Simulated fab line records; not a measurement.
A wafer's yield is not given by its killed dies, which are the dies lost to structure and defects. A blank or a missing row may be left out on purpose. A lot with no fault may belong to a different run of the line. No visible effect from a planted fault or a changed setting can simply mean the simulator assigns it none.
Split-lot study + flow n5_finfet + route with 1938 steps; 7 lots, 21 wafers read

THE SPLIT
At N5_PMOS_HMC_CHANNEL_EPI_EXPOSE_06 (exposes mask PMOS HMC BLK, target cd 240 nm), the setting dose_mj was moved away from the recipe's 41 on 6 of the 21 wafers read, by -6.4% to +2.4%. All remaining wafers had this setting at the recipe value.

FROM SPLIT TO READING: 1 step shown by the file between the two
- N5_PMOS_HMC_CHANNEL_EPI_DEVELOP_08: develop time 30 s (also split here: develop_time_s)

THE READING
PMOS_HMC_CHANNEL_EPI.cd_nm (the simulator's own value, which no gauge read), in nm, at N5_PMOS_HMC_CHANNEL_EPI_DESCUM_14 (chemistry O2, time 7.9 s). There is no usual value for it anywhere in the file. Across the 15 wafers here that went through the recipe, the average is 237.8 nm and the standard deviation 1.2 nm.

| wafer  | tool, chamber at the split | dose_mj as run | against the recipe | PMOS_HMC_CHANNEL_EPI.cd_nm, nm | against lot-mates on the recipe |
|--------|----------------------------|----------------|--------------------|--------------------------------|---------------------------------|
| L077.3 | arfi_scanner-03, 0         | 41             | recipe             | 238.3                          | -                               |
| L077.5 | arfi_scanner-03, 0         | 38.79          | -5.4%              | 235                            | -3.2                            |
| L077.6 | arfi_scanner-03, 0         | 41             | recipe             | 238.2                          | -                               |
| L078.1 | arfi_scanner-03, 0         | 38.38          | -6.4%              | 232.3                          | -5.9                            |
| L078.2 | arfi_scanner-03, 0         | 41             | recipe             | 238.2                          | -                               |
| L078.6 | arfi_scanner-03, 0         | 38.38          | -6.4%              | 232.7                          | -5.5                            |
| L082.3 | arfi_scanner-03, 0         | 41             | recipe             | 237.2                          | -                               |
| L082.4 | arfi_scanner-03, 0         | 41             | recipe             | 238.4                          | -                               |
| L082.5 | arfi_scanner-03, 0         | 41             | recipe             | 236.8                          | -                               |
| L090.1 | arfi_scanner-01, 0         | 41             | recipe             | 240                            | -                               |
| L090.3 | arfi_scanner-01, 0         | 41.98          | +2.4%              | 240.2                          | +0.0                            |
| L090.6 | arfi_scanner-01, 0         | 41             | recipe             | 240.3                          | -                               |
| L092.1 | arfi_scanner-03, 0         | 41             | recipe             | 235.9                          | -                               |
| L092.2 | arfi_scanner-03, 0         | 41             | recipe             | 236.4                          | -                               |
| L092.6 | arfi_scanner-03, 0         | 41             | recipe             | 237.1                          | -                               |
| L094.3 | arfi_scanner-03, 0         | 39.2           | -4.4%              | 233.8                          | -4.1                            |
| L094.4 | arfi_scanner-03, 0         | 39.2           | -4.4%              | 234.4                          | -3.5                            |
| L094.6 | arfi_scanner-03, 0         | 41             | recipe             | 237.9                          | -                               |
| L095.3 | arfi_scanner-01, 0         | 41             | recipe             | 236.7                          | -                               |
| L095.5 | arfi_scanner-01, 0         | 41             | recipe             | 237.4                          | -                               |
| L095.6 | arfi_scanner-01, 0         | 41             | recipe             | 237.8                          | -                               |

FIT RESULTS
A straight line over all 21 wafers: PMOS_HMC_CHANNEL_EPI.cd_nm changes by +0.785 nm for each +1% of dose_mj; r = +0.88; the points scatter about the line by 1.1 nm.
The same after taking each lot's own level away (the mean of its wafers on the recipe; 21 wafers): +0.775 nm for each +1%; r = +0.95; scatter 0.65 nm.
That fit puts the effect of the largest move of dose_mj on the reading at 5 nm.
The span of the lots' own levels, 236.47 to 240.15 nm, comes to 3.1 times the standard deviation stated above.
The two slopes agree, so the slope changes little with the lot-to-lot level.
Check: -4.82 nm against its lot-mates is what the line predicts for one of the wafers moved furthest among these (-6.4%) when that wafer is left out of the fit. Against them it came out at -5.9 nm.

THESE WAFERS: OTHER SPLITS
Other splits were also applied to these wafers ahead of the reading. Each is held against what the fit with the lots' levels taken away leaves over:
| other split on the same wafers                    | wafers away from the commonest value | r with PMOS_HMC_CHANNEL_EPI.cd_nm (lot level and that fit taken away) |
|---------------------------------------------------|--------------------------------------|-----------------------------------------------------------------------|
| N5_ZERO_LAYER_EXPOSE_08 dose_mj                   | 5                                    | +0.38                                                                 |
| N5_WELL_APT_COAT_02 spin_rpm                      | 5                                    | +0.10                                                                 |
| N5_PMOS_HMC_CHANNEL_EPI_DEVELOP_08 develop_time_s | 4                                    | -0.09                                                                 |

FILE'S OWN FIT
PMOS_HMC_CHANNEL_EPI.cd_nm changes by +0.75 nm for each +1% of dose_mj, r = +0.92.
